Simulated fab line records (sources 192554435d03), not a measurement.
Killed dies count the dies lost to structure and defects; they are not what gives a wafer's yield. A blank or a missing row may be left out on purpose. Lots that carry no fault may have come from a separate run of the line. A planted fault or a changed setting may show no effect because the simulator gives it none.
Split-lot experiment	flow n5Finfet	route with 1938 steps; 7 lots, 21 wafers read

## THE SPLIT
At N5_BEOL_M5_ETCH_68 (etches SOC in N2/H2, target depth 80 nm, overetch 16 nm, time 120 s), the setting biasW was moved away from the recipe's 150 W on 6 of the 21 wafers read, by -13.7% to +5.8%. The other wafers ran this setting at the recipe's value.

The reading comes from the split's own step.

## THE READING
rfVppV, in V, at N5_BEOL_M5_ETCH_68 (etches SOC in N2/H2, target depth 80 nm, overetch 16 nm, time 120 s). On this fab line, fault-free wafers typically give 523.6 V with a standard deviation of 2.7 V.

wafer	tool, chamber at the split	biasW as run, W	against the recipe	rfVppV, V	against lot-mates on the recipe
L075.1	rieDiel-02, 1	150	recipe	523.2	-
L075.4	rieDiel-02, 2	131.9	-12.1%	480.0	-43.2
L075.6	rieDiel-02, 1	131.9	-12.1%	482.8	-40.4
L076.1	rieDiel-01, 0	150	recipe	523.5	-
L076.2	rieDiel-01, 3	150	recipe	525.9	-
L076.5	rieDiel-01, 1	150	recipe	520.7	-
L084.1	rieDiel-03, 2	150	recipe	526.0	-
L084.5	rieDiel-03, 1	150	recipe	520.2	-
L084.6	rieDiel-03, 2	150	recipe	525.0	-
L089.3	rieDiel-02, 3	150	recipe	527.6	-
L089.5	rieDiel-02, 3	150	recipe	528.3	-
L089.6	rieDiel-02, 2	150	recipe	521.9	-
L094.1	rieDiel-01, 2	150	recipe	522.1	-
L094.4	rieDiel-01, 0	129.4	-13.7%	475.1	-47.0
L094.6	rieDiel-01, 3	129.4	-13.7%	478.9	-43.2
L095.4	rieDiel-01, 2	150	recipe	521.3	-
L095.5	rieDiel-01, 3	158.7	+5.8%	546.2	+24.9
L095.6	rieDiel-01, 2	158.7	+5.8%	540.5	+19.2
L097.4	rieDiel-01, 0	150	recipe	523.2	-
L097.5	rieDiel-01, 2	150	recipe	523.0	-
L097.6	rieDiel-01, 1	150	recipe	528.9	-

THE FIT
A straight line over all 21 wafers: rfVppV changes by +3.45 V for each +1% of biasW; r = +0.99; the points scatter about the line by 2.7 V.
The same after taking each lot's own level away (the mean of its wafers on the recipe; 21 wafers): +3.42 V for each +1%; r = +0.99; scatter 2.5 V.
That fit puts the effect of the largest move of biasW on the reading at 47 V.
The lots' own levels span 521.30 to 525.93 V, that is 1.7 times the standard deviation above.
So the lot-to-lot level changes the slope little: the two slopes agree.
Check: -46.5 V against its lot-mates is what the line predicts for one of the wafers moved furthest among these (-13.7%) when that wafer is left out of the fit. It came out at -47 V against them.
Tool readings at the split's step, against how far the setting was moved: rfVppV r = +0.99.

## ADDITIONAL SPLITS CARRIED BY THESE WAFERS
Before the reading, these wafers also passed through other splits. Each is held against what the fit with the lots' levels taken away leaves over:
other split on the same wafers	wafers away from the commonest value	r with rfVppV (lot level and that fit taken away)
N5_BEOL_M2_COAT_62 spinRpm	7	-0.22
N5_BEOL_M3_COAT_61 spinRpm	7	+0.25
N5_BEOL_M3_COAT_05 spinRpm	9	-0.18
N5_BEOL_M3_EXPOSE_25 doseMj	7	+0.15
N5_BEOL_M5_ILD_DEP_00 timeS	6	-0.04

## THE WHOLE CHAIN: every reading that the file lists as answering this split, in the file's order
step	what it does	reading	change (the file's fit)	r (the file's)
N5_BEOL_M5_ETCH_68	etches SOC in N2/H2, target depth 80 nm, overetch 16 nm, time 120 s	rfVppV	+3.4 V for each +1% of the setting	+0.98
N5_BEOL_M5_ETCH_68	etches SOC in N2/H2, target depth 80 nm, overetch 16 nm, time 120 s	SiARC_of_BEOL_M5_COAT_66.thkNm (the simulator's own value, which no gauge read)	-0.0774 nm for each +1% of the setting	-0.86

## THE FILE'S OWN FIT
rfVppV changes by +3.4 V for each +1% of biasW, r = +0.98.
